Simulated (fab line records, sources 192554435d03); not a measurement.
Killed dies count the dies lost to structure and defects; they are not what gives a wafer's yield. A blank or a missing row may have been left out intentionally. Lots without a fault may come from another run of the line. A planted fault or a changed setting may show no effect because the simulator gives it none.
Chamber matching | flow n5_finfet | rie_diel-02 running N5_BEOL_M4_VIA_ETCH_34: 4 sister chambers
The step etches the open film in C4F6/O2, target depth 69.4 nm, time 65.9 s. 18 wafers are shown with their chamber, then 9 later ones without.

WAFERS PAIRED WITH THEIR CHAMBERS
wafer  | chamber | showerhead_plenum_p_Torr (Torr) | rf_vpp_V (V) | drypump_motor_current_A (A)
L076.2 | 2       | 2.79                            | 696          | 5.8
L076.3 | 3       | 2.76                            | 656          | 6.0
L076.5 | 0       | 2.63                            | 672          | 6.4
L077.3 | 3       | 2.76                            | 657          | 6.0
L077.5 | 0       | 2.63                            | 673          | 6.4
L077.6 | 3       | 2.76                            | 657          | 6.0
L080.1 | 1       | 2.97                            | 678          | 5.4
L080.3 | 0       | 2.62                            | 672          | 6.3
L080.5 | 0       | 2.62                            | 671          | 6.3
L084.1 | 2       | 2.79                            | 695          | 5.8
L084.2 | 0       | 2.62                            | 672          | 6.4
L084.4 | 3       | 2.75                            | 656          | 6.0
L088.2 | 1       | 2.96                            | 677          | 5.4
L088.5 | 3       | 2.74                            | 657          | 5.9
L088.6 | 0       | 2.61                            | 670          | 6.4
L090.1 | 0       | 2.61                            | 671          | 6.3
L090.2 | 3       | 2.74                            | 655          | 5.9
L090.6 | 3       | 2.74                            | 657          | 6.0

SIGNATURES (means of the wafers above)
reading                  | chamber 0 | chamber 1 | chamber 2 | chamber 3 | scatter within a chamber
showerhead_plenum_p_Torr | 2.6200    | 2.9650    | 2.7900    | 2.7500    | 0.00866
rf_vpp_V                 | 671.57    | 677.50    | 695.50    | 656.43    | 0.863
drypump_motor_current_A  | 6.357     | 5.400     | 5.800     | 5.971     | 0.0474
Rule: for a wafer and a chamber, the distance is found by dividing, reading by reading, the gap between the wafer's reading and the chamber's mean by the reading's scatter, squaring, summing and taking the root. The wafer belongs to the nearest chamber; if the next one is less than 2 further off, it can't be placed. The scatter: take each reading less its chamber's mean, square it, sum over the shown wafers, divide by the number of wafers less the number of chambers, and take the root.

WAFERS WITH NO CHAMBER GIVEN
wafer  | showerhead_plenum_p_Torr (Torr) | rf_vpp_V (V) | drypump_motor_current_A (A)
L091.1 | 2.96                            | 676          | 5.4
L091.3 | 2.78                            | 694          | 5.8
L091.5 | 2.74                            | 654          | 6.0
L095.1 | 2.95                            | 676          | 5.3
L095.2 | 2.61                            | 670          | 6.4
L095.4 | 2.77                            | 695          | 5.8
L096.2 | 2.73                            | 657          | 5.9
L096.3 | 2.61                            | 671          | 6.4
L096.5 | 2.77                            | 695          | 5.8

CHAMBER TAKEN BY EACH
wafer  | from the rows above | in truth
L091.1 | 1                   | 1
L091.3 | 2                   | 2
L091.5 | 3                   | 3
L095.1 | 1                   | 1
L095.2 | 0                   | 0
L095.4 | 2                   | 2
L096.2 | 3                   | 3
L096.3 | 0                   | 0
L096.5 | 2                   | 2
9 of 9 placed correctly. Can't be placed from these rows: 0. Placed wrongly: 0.
